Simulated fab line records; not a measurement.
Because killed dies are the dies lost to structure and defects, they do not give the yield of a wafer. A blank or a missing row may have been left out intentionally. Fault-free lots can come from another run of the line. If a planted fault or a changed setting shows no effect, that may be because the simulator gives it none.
What tool caused it?	flow n5_finfet	36 wafers from 12 lots sampled at 2 of the route's 1938 steps

== WHAT THE GAUGES READ, wafer by wafer ==
N5_BEOL_M7_OVL_MEAS_12.
lot	measured	on	M7_OVL (nm)
L075	day 9 00:14	overlay-02	2.0 -0.8 0.6
L077	day 9 08:55	overlay-01	0.2 0.7 0.2
L078	day 9 23:22	overlay-02	1.5 0.5 1.5
L081	day 10 20:40	overlay-01	1.0 1.5 1.2
L083	day 11 08:15	overlay-01	-0.8 1.1 -0.6
L085	day 11 14:08	overlay-02	-0.5 -0.7 -0.3
L087	day 12 15:01	overlay-01	1.0 1.0 -0.2
L090	day 13 03:44	overlay-01	-0.7 -0.9 -1.7
L092	day 13 22:01	overlay-01	-3.0 -1.9 -2.3
L094	day 14 00:21	overlay-02	-0.1 -0.2 -0.1
L093	day 14 06:51	overlay-02	0.6 -0.4 -0.9
L097	day 15 14:56	overlay-02	0.9 0.9 -0.7

== WHAT TOOL EACH LOT RAN ON (gives the tool, then ch and the chambers of the sampled wafers, and finally the start) ==
lot	N5_BEOL_M6_ALD_77
L075	ald_metal-02 ch 0,3, day 8 18:04
L077	ald_metal-03 ch 1,2,3, day 9 05:34
L078	ald_metal-03 ch 0,2,3, day 9 19:42
L081	ald_metal-01 ch 0,3, day 10 14:30
L083	ald_metal-03 ch 1,2, day 11 04:17
L085	ald_metal-01 ch 1,2, day 11 10:46
L087	ald_metal-03 ch 0,1, day 12 11:24
L090	ald_metal-01 ch 0,1, day 13 00:11
L092	ald_metal-03 ch 1,2,3, day 13 15:46
L094	ald_metal-02 ch 0,2,3, day 13 18:14
L093	ald_metal-01 ch 0,2, day 14 01:04
L097	ald_metal-02 ch 0,2,3, day 15 10:59
- N5_BEOL_M6_ALD_77: deposits TaN, target thk 2 nm, pulse time 2 s, purge time 3 s.

== THE ANSWER, worked out from the rows above alone ==
Rule: usual is defined by the lots themselves. Put in order of their means at a reading, lots are off if they are a third of the lots or fewer, leave a main group of 4 or more, and stand apart from it by a gap of 3 or more times the standard deviation of the main group's means; of several such gaps the widest counts. If all means in a main group match to the digits the tables above print for the reading, that group is not used. A lot without any number at a reading at which 4 lots or more have one is off too. Any other lot the step has rows for is counted as sound.
No lot is off at any reading shown: from this, nothing can be told.

== WHAT THE SIMULATOR HAD INSERTED ==
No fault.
